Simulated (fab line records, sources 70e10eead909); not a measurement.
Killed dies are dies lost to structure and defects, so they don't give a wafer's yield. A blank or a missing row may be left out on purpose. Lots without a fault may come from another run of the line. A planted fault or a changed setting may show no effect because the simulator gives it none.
A struck lot beside a sound one | flow nand_harc | 15 steps out of a route of 1159
Sound: wafers L592.2, L592.4, L592.5. Struck: wafers L606.2, L606.6. (L606.3 of the same lot was not struck and is left out.) The cause comes at the end.
At each step with rows: each side's tool, then ch and its chambers, then its first start. Under that, the readings that differ: sound wafers | struck wafers | difference of the means | sigmas: that difference in standard deviations of wafers without a fault.
alike: readings whose means differ by less than 2 such deviations, and words and numbers that are the same on both sides. not compared: withheld readings, readings that some wafer has no value for, bounds like >300 that may hide the same value, and numbers for which the record gives no deviation and whose values overlap.
The two part at a step that has a row with sigmas, a row that says differs or no value, or rows on one side only. Numbers that don't overlap but have no deviation are shown without sigmas and don't part them. A reading that every wafer of one side lacks parts them only if that side has two wafers or more.

first, 4 steps without rows for these wafers: NHARC_P_BONDPAD_EBR_05; NHARC_P_BONDPAD_EXPOSE_06 (exposes mask P BPAD); NHARC_P_BONDPAD_PEB_07 (peb time 80 s); NHARC_P_BONDPAD_DEVELOP_08 (time 50 s).
NHARC_P_BONDPAD_CD_MEAS_09: target cd 500 nm.
  sound on cd_sem-01 ch 0, day 6 20:08; struck on cd_sem-02 ch 0, day 10 11:23
  alike: cd_nm
NHARC_P_BONDPAD_OVL_MEAS_38:
  sound on overlay-01, day 6 20:13; struck on overlay-01, day 10 11:29
  alike: overlay_x_nm, overlay_y_nm
then, 1 step without rows for these wafers: NHARC_P_BONDPAD_HARDBAKE_10 (time 65 s).
NHARC_P_BONDPAD_DESCUM_11: chemistry O2, time 3 s.
  sound on rie_diel-02 ch 0,3, day 6 20:20; struck on rie_diel-11 ch 1, day 10 11:37
  reading               | sound             | struck      | difference | sigmas
  oes_product_au (a.u.) | 0.975 0.973 0.967 | 1.008 1.000 | +0.032     | +2
  alike: chamber_pressure_mTorr, drypump_motor_current_A, rf_vpp_V, showerhead_plenum_p_Torr, throttle_valve_pct
  not compared: rf_hours_counter_h
NHARC_P_BONDPAD_ETCH_37: etches the open film in N2/H2, target depth 60 nm, overetch 18 nm, time 65.91 s.
  sound on rie_diel-02 ch 0,1, day 6 20:26; struck on rie_diel-11 ch 2,3, day 10 11:45
  reading                     | sound       | struck  | difference | sigmas
  drypump_motor_current_A (A) | 5.4 5.4 5.4 | 6.4 6.0 | +0.8       | +2
  alike: chamber_pressure_mTorr, oes_product_au, rf_vpp_V, run_length_s, showerhead_plenum_p_Torr, throttle_valve_pct
  not compared: rf_hours_counter_h
NHARC_P_BONDPAD_ETCH_12: etches the open film in CHF3/O2, target depth 200 nm, time 100 s.
  sound on rie_diel-02 ch 0,2,3; struck on rie_diel-11 ch 1,2
  alike: chamber_pressure_mTorr, drypump_motor_current_A, oes_product_au, rf_vpp_V, run_length_s, showerhead_plenum_p_Torr, throttle_valve_pct
  not compared: rf_hours_counter_h
NHARC_P_BONDPAD_CD_MEAS_13:
  sound on cd_sem-02, day 6 20:40; struck on cd_sem-02, day 10 12:04
  alike: cd_nm
NHARC_P_BONDPAD_STRIP_15: strips in O2.
  sound on rie_diel-02 ch 0,1, day 6 20:44; struck on rie_diel-04 ch 0,1, day 10 12:08
  alike: chamber_pressure_mTorr, drypump_motor_current_A, oes_product_au, rf_vpp_V, showerhead_plenum_p_Torr, throttle_valve_pct
  not compared: rf_hours_counter_h
NHARC_P_BONDPAD_ETCH_24: etches the open film in CF4/N2, target depth 30 nm, time 72.99 s.
  sound on rie_diel-02 ch 0,1,2, day 6 20:53; struck on rie_diel-04 ch 0,1, day 10 12:17
  reading          | sound          | struck    | difference | sigmas
  run_length_s (s) | 95.3 94.9 93.8 | 96.7 96.6 | +2.0       | +4
  alike: chamber_pressure_mTorr, drypump_motor_current_A, oes_product_au, rf_vpp_V, showerhead_plenum_p_Torr, throttle_valve_pct
  not compared: rf_hours_counter_h
then, 1 step without rows for these wafers: NHARC_P_BONDPAD_STRIP_16 (strips in post etch residue remover, time 600 s).
-- the record jumps here: 13 days lie between the struck wafers' starts before and after (it left off in module P_BONDPAD and takes up again in module END, whose first step shown is number 1159 of the route) --
NHARC_END_SORT_01:
  the record has rows for the struck wafers here (prober-01 ch 0, day 23 18:58) and none for the sound ones

WHERE THEY PART
First at NHARC_P_BONDPAD_DESCUM_11; last, within this record, at NHARC_END_SORT_01.

WHY: what the simulator had put in
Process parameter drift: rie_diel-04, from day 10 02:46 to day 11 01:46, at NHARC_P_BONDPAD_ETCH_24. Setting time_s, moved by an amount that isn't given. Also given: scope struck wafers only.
